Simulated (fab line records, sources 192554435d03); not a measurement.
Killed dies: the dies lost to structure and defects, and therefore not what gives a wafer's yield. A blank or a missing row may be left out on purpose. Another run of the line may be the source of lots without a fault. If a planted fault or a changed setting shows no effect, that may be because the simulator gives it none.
Chamber matching :: flow n5 finfet :: N5_BEOL_M4_ETCHBACK_99 on rie diel-06 has 4 sister chambers
The step etches SiO2 in CHF3, target depth 5 nm, time 10.4 s. 8 wafers are shown with their chamber, then 8 later ones without.

WAFERS WITH THEIR CHAMBER
wafer: L076.4
chamber: 1
showerhead plenum p Torr (Torr): 2.23
rf vpp V (V): 238

wafer: L088.2
chamber: 0
showerhead plenum p Torr (Torr): 2.09
rf vpp V (V): 256

wafer: L088.4
chamber: 3
showerhead plenum p Torr (Torr): 2.16
rf vpp V (V): 229

wafer: L088.6
chamber: 2
showerhead plenum p Torr (Torr): 2.18
rf vpp V (V): 243

wafer: L090.3
chamber: 0
showerhead plenum p Torr (Torr): 2.09
rf vpp V (V): 257

wafer: L090.5
chamber: 3
showerhead plenum p Torr (Torr): 2.16
rf vpp V (V): 230

wafer: L090.6
chamber: 2
showerhead plenum p Torr (Torr): 2.18
rf vpp V (V): 243

wafer: L092.3
chamber: 1
showerhead plenum p Torr (Torr): 2.22
rf vpp V (V): 238

WAFERS WHOSE CHAMBER IS MISSING
wafer: L092.4
showerhead plenum p Torr (Torr): 2.18
rf vpp V (V): 243

wafer: L092.5
showerhead plenum p Torr (Torr): 2.16
rf vpp V (V): 230

wafer: L094.1
showerhead plenum p Torr (Torr): 2.22
rf vpp V (V): 237

wafer: L094.2
showerhead plenum p Torr (Torr): 2.08
rf vpp V (V): 257

wafer: L094.4
showerhead plenum p Torr (Torr): 2.16
rf vpp V (V): 232

wafer: L096.1
showerhead plenum p Torr (Torr): 2.16
rf vpp V (V): 230

wafer: L096.2
showerhead plenum p Torr (Torr): 2.22
rf vpp V (V): 239

wafer: L096.3
showerhead plenum p Torr (Torr): 2.08
rf vpp V (V): 255

CHAMBER TAKEN BY EACH
wafer: L092.4
from the rows above: 2
in truth: 2

wafer: L092.5
from the rows above: 3
in truth: 3

wafer: L094.1
from the rows above: 1
in truth: 1

wafer: L094.2
from the rows above: 0
in truth: 0

wafer: L094.4
from the rows above: 3
in truth: 3

wafer: L096.1
from the rows above: 3
in truth: 3

wafer: L096.2
from the rows above: 1
in truth: 1

wafer: L096.3
from the rows above: 0
in truth: 0
Correctly placed: 8 of 8. Number that these rows cannot place: 0. Wrongly placed: 0.
How it was worked out, from the rows above alone: a wafer's distance from a chamber is the root of the sum, over the readings, of the square of ((its reading less the chamber's mean) divided by the reading's scatter). The wafer belongs to the nearest chamber; if the next one is less than 2 further off, it can't be placed. For every chamber, the mean is computed from those of its wafers that are shown. The scatter: take each reading less its chamber's mean, square it, sum over the shown wafers, divide by the number of wafers less the number of chambers, and take the root.
